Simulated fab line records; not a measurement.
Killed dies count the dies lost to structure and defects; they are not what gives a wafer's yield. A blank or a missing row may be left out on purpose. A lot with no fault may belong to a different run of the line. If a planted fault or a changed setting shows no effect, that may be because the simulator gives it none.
Chamber matching / flow n5Finfet / 3 sister chambers for N5_BEOL_M10_ILD_DEP_00 on pecvd-03
The step deposits SiCOH lowk from DEMS/porogen, target thk 308.51 nm, time 58 s. 6 wafers are shown with their chamber, then 9 later ones without.

== WAFERS, EACH WITH ITS CHAMBER ==
wafer=L077.5; chamber=0; throttleValvePct (%)=14.9; heaterPowerW (W)=291
wafer=L078.3; chamber=2; throttleValvePct (%)=14.3; heaterPowerW (W)=344
wafer=L078.5; chamber=0; throttleValvePct (%)=14.5; heaterPowerW (W)=321
wafer=L081.2; chamber=2; throttleValvePct (%)=13.9; heaterPowerW (W)=345
wafer=L081.3; chamber=1; throttleValvePct (%)=14.6; heaterPowerW (W)=323
wafer=L081.5; chamber=1; throttleValvePct (%)=14.7; heaterPowerW (W)=341

== WAFERS MISSING THEIR CHAMBER ==
wafer=L090.1; throttleValvePct (%)=14.6; heaterPowerW (W)=318
wafer=L090.3; throttleValvePct (%)=14.5; heaterPowerW (W)=290
wafer=L090.6; throttleValvePct (%)=14.2; heaterPowerW (W)=328
wafer=L087.1; throttleValvePct (%)=14.5; heaterPowerW (W)=295
wafer=L087.2; throttleValvePct (%)=14.4; heaterPowerW (W)=306
wafer=L087.3; throttleValvePct (%)=14.7; heaterPowerW (W)=307
wafer=L086.3; throttleValvePct (%)=14.4; heaterPowerW (W)=319
wafer=L086.4; throttleValvePct (%)=14.2; heaterPowerW (W)=352
wafer=L086.5; throttleValvePct (%)=14.3; heaterPowerW (W)=340

== WHICH CHAMBER EACH WENT THROUGH ==
wafer=L090.1; from the rows above=can't be placed: 0 or 1 or 2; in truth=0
wafer=L090.3; from the rows above=can't be placed: 0 or 1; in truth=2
wafer=L090.6; from the rows above=can't be placed: 2 or 1 or 0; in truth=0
wafer=L087.1; from the rows above=can't be placed: 0 or 1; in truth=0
wafer=L087.2; from the rows above=can't be placed: 0 or 1 or 2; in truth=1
wafer=L087.3; from the rows above=can't be placed: 0 or 1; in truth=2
wafer=L086.3; from the rows above=can't be placed: 1 or 0 or 2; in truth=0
wafer=L086.4; from the rows above=can't be placed: 2 or 1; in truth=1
wafer=L086.5; from the rows above=can't be placed: 2 or 1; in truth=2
Correct placement for 0 of the 9. These rows do not allow placing 9 (true chamber among the candidates in 7). Placed wrongly: 0.
How it was worked out, from the rows above alone: a wafer's distance from a chamber is the root of the sum, over the readings, of the square of ((its reading less the chamber's mean) divided by the reading's scatter). If the next closest chamber is less than 2 further off than the closest, the wafer can't be placed; otherwise it belongs to the closest. The mean given for a chamber averages the wafers shown for that chamber. The scatter: the root of (the sum of the squares of (reading less its chamber's mean) over the shown wafers, divided by (wafers less chambers)).
